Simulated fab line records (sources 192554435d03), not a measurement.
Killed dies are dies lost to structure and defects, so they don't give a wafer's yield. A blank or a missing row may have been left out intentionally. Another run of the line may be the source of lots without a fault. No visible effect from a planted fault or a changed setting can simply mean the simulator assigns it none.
fab line records	flow n5-finfet	part 1 of 2: steps 1 to 19 of 26
[record] lots = 5	wafers = 15	last-day = 15
route steps=1938 shown BEOL_M12@1613
lots with no fault: from the same line, run without faults
start-h: hours from the record's first day to the start of the lot's first wafer shown	wait-h: hours elapsed since this lot's preceding step	" identical to the entry in the row above	L1.1+2: several wafers, shown together as one row	- no value, or no start was given	* or withheld: withheld	< > ~ a bound
route shown NAME@n: a module of which the file shows steps, and the number in the route of the first	usual: mean/standard deviation taken from wafers without a fault	same: alike in all rows	chamber/n: place in a boat	sites: per-site readings	_std_site: the values' standard deviation	_edge_site: inner sites' mean taken away from outer sites' mean	radius-mm: how far each site lies from the wafer's centre	mask NAME#n: copy n	behind: the tool/chamber that last shaped the wafer	hold: the reason the lot was held/the length of the hold in hours/how it ended	device: the transistor (n, p or np) that didn't switch	end of line: tests of these same wafers at the route's end	a step given without rows: its recipe and nothing more	killed: count of dies lost to structure and defects at first sort (not the wafer's yield)	map: a wafer's dies, x killed, . not, _ none there
set.NAME: the setting the step ran with; set.NAME@STEP: the setting that earlier step ran with	model.NAME: the simulator's own value behind a step, which no gauge read
lots at selected steps of the route; one table per step, one row per wafer
services: when a tool's chamber went out of use (start-h, in hours from the record's first day, below 0 if earlier), for how many hours, and the reason
[[steps]]
[step N5_BEOL_M12_OVL_MEAS_11]
[recipe] points-per-wafer = 44
[usual] V11_OVL = -2/6.1
[same] points-per-wafer = 44
lot.wafer	tool	chamber	start-h	wait-h	V11_OVL[nm]
L074.1	overlay-01	0	248.44	0.0	2
L074.4	"	0	"	"	-5
L074.5	"	0	"	"	-10
L077.1	overlay-02	0	254.43	0.0	4
L077.2	"	0	"	"	-1
L077.4	"	0	"	"	5
L085.2	overlay-02	0	297.98	0.0	3
L085.4	"	0	"	"	4
L085.5	"	0	"	"	4
L084.2	overlay-01	0	298.69	0.0	2
L084.3	"	0	"	"	-10
L084.6	"	0	"	"	-3
L087.1	overlay-02	0	318.20	0.0	-1
L087.4	"	0	"	"	10
L087.6	"	0	"	"	8
[step N5_BEOL_M12_INSPECT_12]
[recipe] mode = adi	inspect-instrument = macro
[usual] raw-defect-count = 2.2/1.6
lot.wafer	tool	chamber	start-h	wait-h	raw-defect-count
L074.1	defect-inspect-02	-	248.47	0.0	2
L074.4	"	-	"	"	2
L074.5	"	-	"	"	3
L077.1	defect-inspect-01	-	254.45	0.0	4
L077.2	"	-	"	"	3
L077.4	"	-	"	"	0
L085.2	defect-inspect-02	-	298.01	0.0	3
L085.4	"	-	"	"	1
L085.5	"	-	"	"	2
L084.2	defect-inspect-01	-	298.71	0.0	3
L084.3	"	-	"	"	1
L084.6	"	-	"	"	2
L087.1	defect-inspect-02	-	318.22	0.0	2
L087.4	"	-	"	"	2
L087.6	"	-	"	"	5
[step N5_BEOL_M12_DESCUM_15]
[recipe] chemistry = O2	time-s = 7.9	source-power-w = 50	bias-power-w = 20	pressure-mtorr = 20	rf-frequency-hz = 2.712e+07	temp-c = 40	o2-flow-sccm = 225
[usual] drypump-motor-current-A = 5.8/0.55	oes-product-au = 0.77/0.075	rf-vpp-V = 243.0/1.3	showerhead-plenum-p-Torr = 2.08/0.064	throttle-valve-pct = 20.52/0.24
lot.wafer	tool	chamber	start-h	wait-h	drypump-motor-current-A	oes-product-au	rf-hours-counter-h	rf-vpp-V	showerhead-plenum-p-Torr	throttle-valve-pct
L074.1	rie-diel-04	2	248.50	0.0	6.1	0.84	71	243.4	2.02	20.12
L074.4	"	0	"	"	6.8	0.70	224	242.2	1.98	20.86
L074.5	"	1	"	"	6.0	0.69	-	241.8	2.08	20.97
L077.1	rie-diel-01	3	254.49	0.0	6.2	0.79	84	244.6	2.11	19.96
L077.2	"	0	"	"	5.3	0.83	71	243.2	2.12	20.43
L077.4	"	1	"	"	5.5	0.79	94	243.0	2.14	20.43
L085.2	rie-diel-01	1	298.04	0.0	5.5	0.78	108	244.0	2.13	20.48
L085.4	"	0	"	"	5.3	0.82	84	244.2	2.11	20.46
L085.5	"	1	"	"	5.5	0.78	-	244.5	2.13	20.46
L084.2	rie-diel-01	2	298.88	0.2	5.1	0.76	131	241.5	2.02	20.50
L084.3	"	1	"	"	5.5	0.77	108	244.3	2.13	20.48
L084.6	"	0	"	"	5.3	0.81	-	244.8	2.11	20.46
L087.1	rie-diel-01	2	318.52	0.3	5.2	0.75	138	243.1	2.02	20.51
L087.4	"	3	"	"	6.2	0.77	105	246.0	2.10	20.00
L087.6	"	2	"	"	5.2	0.74	-	241.6	2.02	20.51
[step N5_BEOL_M12_ETCH_59]
[recipe] chemistry = N2/H2	target = BARC	target-depth-a = 890	overetch-a = 267	time-s = 67.9	ion-energy-ev = 200	pressure-mtorr = 30	source-w = 840	bias-w = 150	n2-flow-sccm = 200	h2-flow-sccm = 200
[usual] drypump-motor-current-A = 5.8/0.55	oes-product-au = 0.66/0.061	rf-vpp-V = 523.5/2.3	showerhead-plenum-p-Torr = 2.53/0.074	throttle-valve-pct = 17.94/0.28
lot.wafer	tool	chamber	start-h	wait-h	drypump-motor-current-A	oes-product-au	rf-hours-counter-h	rf-vpp-V	showerhead-plenum-p-Torr	throttle-valve-pct
L074.1	rie-diel-04	2	248.54	0.0	6.2	0.70	71	521.7	2.47	17.61
L074.4	"	0	"	"	6.8	0.60	224	520.9	2.39	18.19
L074.5	"	1	"	"	6.0	0.60	-	522.2	2.51	18.40
L077.1	rie-diel-01	3	254.52	0.0	6.2	0.68	84	525.7	2.58	17.56
L077.2	"	0	"	"	5.3	0.71	71	524.2	2.55	17.63
L077.4	"	1	"	"	5.5	0.67	94	524.4	2.57	17.70
L085.2	rie-diel-01	1	298.08	0.0	5.5	0.66	108	525.2	2.56	17.73
L085.4	"	0	"	"	5.3	0.71	84	524.2	2.54	17.65
L085.5	"	1	"	"	5.5	0.67	-	523.9	2.56	17.73
L084.2	rie-diel-01	2	298.92	0.0	5.1	0.65	131	521.9	2.45	17.87
L084.3	"	1	"	"	5.4	0.67	108	524.0	2.56	17.73
L084.6	"	0	"	"	5.3	0.70	-	525.1	2.54	17.65
L087.1	rie-diel-01	2	318.56	0.0	5.2	0.64	138	520.4	2.45	17.89
L087.4	"	3	"	"	6.2	0.66	105	523.8	2.57	17.59
L087.6	"	2	"	"	5.2	0.64	-	520.1	2.45	17.87
[step N5_BEOL_M12_VIA_ETCH_16]
[recipe] chemistry = C4F8/O2/Ar	target = SiOC	pressure-mtorr = 30	source-w = 3000	bias-w = 700	Ar_flow_sccm = 400	C4F8_flow_sccm = 15	O2_flow_sccm = 8	he-inner-torr = 15	he-outer-torr = 30	target-depth-a = 7248	time-s = withheld	ion-energy-ev = 250	ends = cleared
[usual] drypump-motor-current-A = 5.8/0.55	oes-product-au = 0.70/0.067	rf-vpp-V = 665.1/2.8	showerhead-plenum-p-Torr = 3.40/0.097	throttle-valve-pct = 24.28/0.25
lot.wafer	tool	chamber	start-h	wait-h	drypump-motor-current-A	oes-product-au	rf-vpp-V	showerhead-plenum-p-Torr	throttle-valve-pct
L074.1	rie-diel-04	2	248.59	0.0	6.1	0.75	664.0	3.30	23.84
L074.4	"	0	"	"	6.8	0.63	660.8	3.25	24.59
L074.5	"	1	"	"	6.0	0.63	665.4	3.36	24.55
L077.1	rie-diel-01	3	254.58	0.0	6.3	0.72	666.6	3.45	23.78
L077.2	"	0	"	"	5.3	0.75	667.8	3.47	24.29
L077.4	"	1	"	"	5.5	0.71	664.4	3.48	24.23
L085.2	rie-diel-01	1	298.13	0.0	5.4	0.71	666.5	3.47	24.25
L085.4	"	0	"	"	5.3	0.74	664.0	3.46	24.33
L085.5	"	1	"	"	5.5	0.71	666.1	3.47	24.23
L084.2	rie-diel-01	2	298.97	0.0	5.1	0.68	662.6	3.29	24.16
L084.3	"	1	"	"	5.4	0.70	666.6	3.47	24.24
L084.6	"	0	"	"	5.3	0.74	666.5	3.46	24.34
L087.1	rie-diel-01	2	318.61	0.0	5.2	0.67	662.2	3.29	24.18
L087.4	"	3	"	"	6.3	0.70	665.2	3.44	23.80
L087.6	"	2	"	"	5.2	0.68	662.5	3.29	24.19
[step N5_BEOL_M12_STRIP_63]
[recipe] chemistry = N2/H2	power-w = 1000	temp-c = 250	h2-frac = 0.65	overash-fraction = 0.3	pressure-mtorr = 1000	n2-flow-sccm = 1750	h2-flow-sccm = 3250
[usual] drypump-motor-current-A = 5.8/0.54	heater-power-w = 357/43	oes-product-au = 0.693/0.0046	strip-time-to-endpoint-s = 42.3/0.74
lot.wafer	tool	chamber	start-h	wait-h	drypump-motor-current-A	heater-power-w	oes-product-au	rf-hours-counter-h	strip-time-to-endpoint-s
L074.1	plasma-asher-01	1	248.79	-	6.0	322	0.694	72	41.5
L074.4	"	1	"	"	6.0	326	0.689	-	42.7
L074.5	"	1	"	"	6.0	328	0.688	-	42.1
L077.1	plasma-asher-02	0	254.78	-	4.8	332	0.696	123	42.2
L077.2	"	1	"	"	5.6	332	0.696	123	42.7
L077.4	"	1	"	"	5.6	333	0.701	-	41.7
L085.2	plasma-asher-01	1	298.33	-	6.1	321	0.693	82	42.7
L085.4	"	0	"	"	6.3	419	0.686	-	42.2
L085.5	"	1	"	"	6.0	325	0.706	-	42.4
L084.2	plasma-asher-01	0	299.17	-	6.3	427	0.702	83	43.0
L084.3	"	1	"	"	6.0	328	0.692	-	42.7
L084.6	"	0	"	"	6.3	425	0.697	-	41.8
L087.1	plasma-asher-01	0	318.81	-	6.2	422	0.698	87	43.2
L087.4	"	1	"	"	6.0	324	0.690	-	42.1
L087.6	"	0	"	"	6.3	423	0.696	-	42.4
[step N5_BEOL_M12_STRIP_64]
[recipe] chemistry = N2/H2	power-w = 1000	temp-c = 250	h2-frac = 0.65	overash-fraction = 0.3	pressure-mtorr = withheld	n2-flow-sccm = 1750	h2-flow-sccm = 3250
[usual] drypump-motor-current-A = 5.8/0.53	heater-power-w = 356/43	oes-product-au = 0.716/0.0044	strip-time-to-endpoint-s = 31.36/0.068
lot.wafer	tool	chamber	start-h	wait-h	drypump-motor-current-A	heater-power-w	oes-product-au	rf-hours-counter-h	strip-time-to-endpoint-s
L074.1	plasma-asher-01	1	248.85	0.0	6.0	320	0.715	72	31.28
L074.4	"	1	"	"	6.0	320	0.716	-	31.34
L074.5	"	1	"	"	6.0	334	0.715	-	31.24
L077.1	plasma-asher-02	0	254.84	0.0	4.8	327	0.723	123	31.37
L077.2	"	1	"	"	5.6	333	0.716	123	31.33
L077.4	"	1	"	"	5.5	347	0.715	-	31.36
L085.2	plasma-asher-01	1	298.39	0.0	6.0	329	0.715	83	31.38
L085.4	"	0	"	"	6.3	410	0.722	-	31.38
L085.5	"	1	"	"	6.0	323	0.723	-	31.38
L084.2	plasma-asher-01	0	299.23	0.0	6.3	420	0.726	83	31.42
L084.3	"	1	"	"	6.0	324	0.711	-	31.46
L084.6	"	0	"	"	6.3	417	0.723	-	31.43
L087.1	plasma-asher-01	0	318.87	0.0	6.3	423	0.718	87	31.30
L087.4	"	1	"	"	6.0	317	0.710	-	31.36
L087.6	"	0	"	"	6.3	422	0.721	-	31.31
[step N5_BEOL_M12_STRIP_71]
[recipe] chemistry = post-etch-residue-remover	time-s = 60	temp-c = 25	remover-ph = withheld	remover-water-wt-pct = withheld	remover-fluoride-wt-pct = withheld
lot.wafer	tool	chamber	start-h	wait-h
L074.1+4+5	wet-bench-06	1,4,6	248.94	0.1
L077.1+2+4	wet-bench-01	5,6,1	254.92	0.1
L085.2+4+5	wet-bench-06	0,6,3	298.48	0.1
L084.2+3+6	wet-bench-06	0,4,5	299.32	0.1
L087.1+4+6	wet-bench-01	2,4,1	318.96	0.1
[step N5_BEOL_M12_SRD_72]
[recipe] time-s = 30	temp-c = 23	rinse-liquid = diw	dry = n2-spin	spin-rpm = 1500	dry-time-s = 30
[usual] bath-heat-duty-pct = 3.9/0.6	do-supply-ppb = 10.00/0.11
lot.wafer	tool	chamber	start-h	wait-h	bath-heat-duty-pct	do-supply-ppb
L074.1	wet-bench-06	1	248.95	0.0	3.9	10.23
L074.4	"	4	"	"	4.7	10.16
L074.5	"	6	"	"	4.8	9.94
L077.1	wet-bench-01	5	254.94	0.0	4.0	9.84
L077.2	"	6	"	"	4.3	10.12
L077.4	"	1	"	"	4.0	9.97
L085.2	wet-bench-06	0	298.50	0.0	3.6	10.00
L085.4	"	6	"	"	5.2	10.13
L085.5	"	3	"	"	4.0	9.86
L084.2	wet-bench-06	0	299.34	0.0	3.2	10.00
L084.3	"	4	"	"	3.9	9.99
L084.6	"	5	"	"	4.0	9.82
L087.1	wet-bench-01	2	318.97	0.0	3.5	9.89
L087.4	"	4	"	"	4.5	9.95
L087.6	"	1	"	"	3.9	10.07
[step N5_BEOL_M12_CD_MEAS_17]
[recipe] target-cd-nm = 140	polarity = opening
[usual] cd-nm = 139.5/2.1
lot.wafer	tool	chamber	start-h	wait-h	cd-nm
L074.1	cd-sem-02	-	248.99	0.0	141.2
L074.4	"	-	"	"	138.4
L074.5	"	-	"	"	138.3
L077.1	cd-sem-03	-	254.98	0.0	138.6
L077.2	"	-	"	"	142.4
L077.4	"	-	"	"	140.2
L085.2	cd-sem-03	-	298.54	0.0	141.1
L085.4	"	-	"	"	141.5
L085.5	"	-	"	"	141.2
L084.2	cd-sem-02	-	299.38	0.0	137.8
L084.3	"	-	"	"	140.7
L084.6	"	-	"	"	140.4
L087.1	cd-sem-03	-	319.01	0.0	140.8
L087.4	"	-	"	"	140.8
L087.6	"	-	"	"	137.6
[step N5_BEOL_M12_COAT_65]
[recipe] resist = SOC	temp-c = 250	time-s = 60	spin-rpm = 1500	resist-thk-nm = 300
[usual] chill-plate-temp-C = 23.01/0.1	plate-temp-C = 250.01/0.17	resist-line-temp-C = 23.00/0.13
lot.wafer	tool	chamber	start-h	wait-h	chill-plate-temp-C	plate-temp-C	resist-line-temp-C
L074.1	litho-track-01	0	249.03	0.0	22.82	250.11	23.01
L074.4	"	0	"	"	22.73	249.97	23.06
L074.5	"	0	"	"	22.90	250.16	23.03
L077.1	litho-track-01	0	255.02	0.0	22.98	250.00	22.94
L077.2	"	0	"	"	22.81	250.25	22.93
L077.4	"	0	"	"	22.99	250.41	22.93
L085.2	litho-track-03	0	298.57	0.0	22.94	249.97	23.16
L085.4	"	0	"	"	22.92	249.97	23.07
L085.5	"	0	"	"	22.97	249.95	22.89
L084.2	litho-track-01	0	299.41	0.0	22.87	249.87	23.07
L084.3	"	0	"	"	23.06	249.90	23.14
L084.6	"	0	"	"	22.95	249.96	23.13
L087.1	litho-track-01	0	319.05	0.0	22.99	250.03	22.85
L087.4	"	0	"	"	22.93	249.91	22.64
L087.6	"	0	"	"	22.89	250.01	22.73
[step N5_BEOL_M12_COAT_66]
[recipe] resist = SiARC	temp-c = 220	time-s = 60	spin-rpm = 1500	resist-thk-nm = 110
[usual] chill-plate-temp-C = 23.02/0.12	plate-temp-C = 220.03/0.17	resist-line-temp-C = 22.99/0.094
lot.wafer	tool	chamber	start-h	wait-h	chill-plate-temp-C	plate-temp-C	resist-line-temp-C
L074.1	litho-track-01	0	-	-	22.97	219.97	22.95
L074.4	"	0	"	"	23.15	220.08	23.04
L074.5	"	0	"	"	23.10	220.08	23.06
L077.1	litho-track-01	0	-	-	23.07	219.87	22.99
L077.2	"	0	"	"	22.88	219.94	22.83
L077.4	"	0	"	"	23.04	220.00	22.85
L085.2	litho-track-03	0	-	-	22.91	220.09	23.00
L085.4	"	0	"	"	23.14	220.06	22.88
L085.5	"	0	"	"	23.07	219.94	23.02
L084.2	litho-track-01	0	-	-	22.91	219.97	22.92
L084.3	"	0	"	"	22.99	219.92	23.09
L084.6	"	0	"	"	22.73	219.90	22.93
L087.1	litho-track-01	0	-	-	22.98	220.16	22.96
L087.4	"	0	"	"	22.92	220.41	22.96
L087.6	"	0	"	"	23.09	220.15	22.96
[step N5_BEOL_M12_COAT_22]
[recipe] spin-rpm = 2888	resist-thk-nm = 300
[usual] chill-plate-temp-C = 23.00/0.1	resist-line-temp-C = 22.99/0.11
lot.wafer	tool	chamber	start-h	wait-h	chill-plate-temp-C	resist-line-temp-C
L074.1	litho-track-01	0	-	-	22.97	23.01
L074.4	"	0	"	"	23.19	23.05
L074.5	"	0	"	"	23.11	22.90
L077.1	litho-track-01	0	-	-	22.99	23.12
L077.2	"	0	"	"	23.03	23.12
L077.4	"	0	"	"	23.00	22.98
L085.2	litho-track-03	0	-	-	23.04	22.90
L085.4	"	0	"	"	23.02	22.91
L085.5	"	0	"	"	23.07	23.02
L084.2	litho-track-01	0	-	-	22.99	23.19
L084.3	"	0	"	"	23.07	23.06
L084.6	"	0	"	"	22.94	22.94
L087.1	litho-track-01	0	-	-	22.90	23.03
L087.4	"	0	"	"	22.84	22.83
L087.6	"	0	"	"	22.79	22.87
[step N5_BEOL_M12_EBR_24]
[recipe] solvent = PGMEA	ebr-width-mm = 1.5
[usual] chill-plate-temp-C = 22.99/0.095	resist-line-temp-C = 22.99/0.11
lot.wafer	tool	chamber	start-h	wait-h	chill-plate-temp-C	resist-line-temp-C
L074.1	litho-track-01	0	-	-	22.92	22.84
L074.4	"	0	"	"	22.87	23.04
L074.5	"	0	"	"	22.83	23.00
L077.1	litho-track-01	0	-	-	23.02	22.91
L077.2	"	0	"	"	23.16	23.00
L077.4	"	0	"	"	23.01	22.80
L085.2	litho-track-03	0	-	-	22.86	22.94
L085.4	"	0	"	"	22.89	23.01
L085.5	"	0	"	"	22.99	22.98
L084.2	litho-track-01	0	-	-	23.07	22.93
L084.3	"	0	"	"	23.07	22.92
L084.6	"	0	"	"	22.92	23.04
L087.1	litho-track-01	0	-	-	23.15	22.98
L087.4	"	0	"	"	22.99	22.94
L087.6	"	0	"	"	22.97	22.99
[step N5_BEOL_M12_SOFTBAKE_23]
[recipe] temp-c = 130	time-s = 60
[usual] chill-plate-temp-C = 22.99/0.11	plate-temp-C = 130.04/0.13	resist-line-temp-C = 23.02/0.11
lot.wafer	tool	chamber	start-h	wait-h	chill-plate-temp-C	plate-temp-C	resist-line-temp-C
L074.1	litho-track-01	0	-	-	23.01	130.02	22.87
L074.4	"	0	"	"	23.16	130.20	23.07
L074.5	"	0	"	"	23.02	129.94	22.96
L077.1	litho-track-01	0	-	-	22.97	129.99	22.88
L077.2	"	0	"	"	22.99	130.07	22.91
L077.4	"	0	"	"	23.03	130.06	23.22
L085.2	litho-track-03	0	-	-	22.99	130.02	22.96
L085.4	"	0	"	"	23.07	130.16	23.00
L085.5	"	0	"	"	23.10	130.08	23.01
L084.2	litho-track-01	0	-	-	22.95	130.07	23.03
L084.3	"	0	"	"	23.07	129.86	22.98
L084.6	"	0	"	"	23.06	130.02	23.01
L087.1	litho-track-01	0	-	-	22.88	130.15	23.16
L087.4	"	0	"	"	23.03	130.04	23.14
L087.6	"	0	"	"	23.04	129.93	23.16
[step N5_BEOL_M12_EXPOSE_25]
[recipe] mask-id = M12	na = 0.93	source-shape = conventional	sigma-outer = 0.4	polarization = unpolarized	dose-mj = 21.8
[same] na = 0.93
lot.wafer	tool	chamber	start-h	wait-h	mask
L074.1+4+5	krf-scanner-02	0	249.27	-	M12#0
L077.1+2+4	krf-scanner-01	0	255.27	-	M12#0
L085.2+4+5	krf-scanner-02	0	298.70	-	M12#0
L084.2+3+6	krf-scanner-01	0	299.66	-	M12#0
L087.1+4+6	krf-scanner-01	0	319.17	-	M12#0
[step N5_BEOL_M12_PEB_26]
[recipe] peb-temp-c = 130	peb-time-s = 90
[usual] chill-plate-temp-C = 23.01/0.11	plate-temp-C = 130.02/0.12	resist-line-temp-C = 22.97/0.11
lot.wafer	tool	chamber	start-h	wait-h	chill-plate-temp-C	plate-temp-C	resist-line-temp-C
L074.1	litho-track-02	0	249.33	0.1	22.80	129.92	22.94
L074.4	"	0	"	"	22.92	130.00	22.99
L074.5	"	0	"	"	22.91	130.08	22.85
L077.1	litho-track-02	0	255.33	0.1	23.09	129.95	22.86
L077.2	"	0	"	"	22.92	129.96	22.93
L077.4	"	0	"	"	23.02	130.03	23.02
L085.2	litho-track-01	0	298.75	0.0	23.10	129.99	23.06
L085.4	"	0	"	"	23.05	130.14	22.87
L085.5	"	0	"	"	23.02	130.00	22.98
L084.2	litho-track-02	0	299.72	0.0	23.02	129.98	22.89
L084.3	"	0	"	"	22.97	130.00	22.98
L084.6	"	0	"	"	23.04	129.81	22.93
L087.1	litho-track-02	0	319.23	0.1	23.22	129.96	22.81
L087.4	"	0	"	"	23.09	130.02	22.98
L087.6	"	0	"	"	23.03	129.86	22.99
[step N5_BEOL_M12_DEVELOP_27]
[recipe] develop-time-s = 45	rinse-liquid = diw	dry = air-spin	dev-temp-c = 21
[usual] chill-plate-temp-C = 23.00/0.1	developer-temp-C = 20.99/0.11	resist-line-temp-C = 23.00/0.11
lot.wafer	tool	chamber	start-h	wait-h	chill-plate-temp-C	developer-temp-C	resist-line-temp-C
L074.1	litho-track-02	0	-	-	22.89	21.05	22.85
L074.4	"	0	"	"	22.98	21.00	22.89
L074.5	"	0	"	"	22.91	21.05	22.96
L077.1	litho-track-02	0	-	-	23.07	21.06	23.01
L077.2	"	0	"	"	22.96	21.09	22.80
L077.4	"	0	"	"	22.91	21.16	22.87
L085.2	litho-track-01	0	-	-	23.07	20.94	22.94
L085.4	"	0	"	"	22.98	21.00	22.88
L085.5	"	0	"	"	23.04	21.13	22.76
L084.2	litho-track-02	0	-	-	23.18	21.12	23.14
L084.3	"	0	"	"	23.17	21.00	23.07
L084.6	"	0	"	"	22.98	21.07	23.01
L087.1	litho-track-02	0	-	-	22.99	21.04	22.97
L087.4	"	0	"	"	23.02	21.10	22.98
L087.6	"	0	"	"	23.03	20.90	22.83
[step N5_BEOL_M12_HARDBAKE_32]
[recipe] temp-c = 130	time-s = 120
[usual] chill-plate-temp-C = 22.98/0.11	plate-temp-C = 130.00/0.14	resist-line-temp-C = 23.03/0.12
lot.wafer	tool	chamber	start-h	wait-h	chill-plate-temp-C	plate-temp-C	resist-line-temp-C
L074.1	litho-track-02	0	-	-	23.06	130.06	23.18
L074.4	"	0	"	"	22.89	129.98	23.10
L074.5	"	0	"	"	22.87	130.19	22.91
L077.1	litho-track-02	0	-	-	23.06	129.97	22.96
L077.2	"	0	"	"	23.13	130.03	23.11
L077.4	"	0	"	"	23.02	129.95	22.92
L085.2	litho-track-01	0	-	-	23.11	130.10	23.08
L085.4	"	0	"	"	22.96	130.03	23.08
L085.5	"	0	"	"	23.01	130.01	23.06
L084.2	litho-track-02	0	-	-	23.00	130.06	22.99
L084.3	"	0	"	"	23.00	130.05	22.80
L084.6	"	0	"	"	23.11	129.82	22.91
L087.1	litho-track-02	0	-	-	23.03	129.71	23.08
L087.4	"	0	"	"	22.94	129.86	23.00
L087.6	"	0	"	"	22.88	130.06	23.01
